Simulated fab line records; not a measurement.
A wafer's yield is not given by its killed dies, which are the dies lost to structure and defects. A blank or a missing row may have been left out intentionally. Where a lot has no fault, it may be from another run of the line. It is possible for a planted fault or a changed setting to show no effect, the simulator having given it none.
Problem report in the 8D (eight disciplines) form, filled by code | flow n5 finfet | the parts of the form that need people (team, actions taken, sign-off) are left out
Where a reading is given only as a bound, like >300, the bound stands for it, and a mean or a difference that rests on one is marked > or <: the true number lies beyond.

1. THE ISSUE
raw defect count at N5_BEOL_M15_INSPECT_30 reads a mean of >300 on 6 wafers of 2 lots; wafers without a fault read 1.9 with a standard deviation of 1.2. That is +99 or more standard deviations from the usual mean.
The step: inspects for defects (macro).
First observed at day 15 06:04: wafer L786.2, on defect inspect-01. The record holds 27 wafers of 9 lots with a number at this step. By rule, "out" or "out of limits" means more than 4 standard deviations away from the usual mean. All remaining wafers that have a number are taken as sound.

2. WHAT IT IS, AND WHAT IT ISN'T
question                    | is                                   | is not
which readings at this step | raw defect count                     | -
which lots                  | L786, L793                           | L782, L783, L784, L785, L796, L798, L804
which wafers of those lots  | all that have a number               | -
read on which gauges        | defect inspect-01, defect inspect-02 | -
when                        | from day 15 06:04                    | up to then (12 sound wafers); but 9 sound wafers of L796, L798, L804 came after

3. THE SUSPECTS, EACH WITH WHAT RULES IT OUT
Counting: any tool at a process step up to the reading is kept as a suspect provided that every lot that is out went through it and no sound lot did after the first of them.
- the gauge at N5_BEOL_M15_INSPECT_30: ruled out. Those wafers that are out were read across 2 gauges (defect inspect-01, defect inspect-02).
- rie diel-03 at N5_BEOL_M15_STRIP_63 (strips in O2): kept. Every lot that is out went through it, starting with L786 (day 15 04:00), and after that it ran no sound lot; the last sound lot it ran before then is L785 (day 12 13:00).
Left after counting: rie diel-03 at N5_BEOL_M15_STRIP_63.

4. THE CAUSE (what the simulator had put in)
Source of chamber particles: rie diel-03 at N5_BEOL_M15_STRIP_63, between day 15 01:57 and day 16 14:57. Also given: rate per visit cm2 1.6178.
After counting, this tool was the only one left.

5. THE CHAIN OF EFFECTS, in route order
Rows list readings where the struck wafers' mean (over those with a number) sits beyond 3 standard deviations from the usual. Scope: only readings with a usual standard deviation given in the record; hours: median across lots of the time from each lot's start at the first step in this table that gives one to its start at this step; sigmas: change in usual standard deviations.
hours | step                    | reading              | usual  | on struck wafers | change | sigmas
0     | N5_BEOL_M15_INSPECT_30  | raw defect count     | 1.9    | >300             | >+298  | +99 or more
23    | N5_PASSIVATION_PROBE_49 | defect limited yield | 91.5 % | 81.0             | -10.5  | -7.0
23    | N5_PASSIVATION_PROBE_49 | killed_at_M4_up      | 15     | 140              | +126   | +20
23    | N5_PASSIVATION_PROBE_49 | killed dies          | 101    | 224              | +123   | +6.8
23    | N5_PASSIVATION_PROBE_49 | sort_bin_5_function  | 5.0 %  | 11.5             | +6.5   | +6.5
23    | N5_PASSIVATION_PROBE_49 | sort n pass          | 1079   | 956              | -123   | -6.8
23    | N5_PASSIVATION_PROBE_49 | sort yield pct       | 91.5 % | 81.0             | -10.5  | -7.0
It contains these process steps:
- N5_PASSIVATION_PROBE_49

6. HOW IT WOULD HAVE BEEN CAUGHT EARLIER
Counted from the fault's start at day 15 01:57, it took 4 hours until the first out-of-limits reading at a measuring or inspecting step in this record, taken at day 15 06:04.
Tool readings at N5_BEOL_M15_STRIP_63 with a usual standard deviation given in the record: none out on any struck wafer, hence no alarm at a limit of 4 standard deviations on them.
Of the lots that are out (2), L793 began N5_BEOL_M15_STRIP_63 on rie diel-03 after day 15 06:04. Had the tool been put on hold then, it would have been spared.
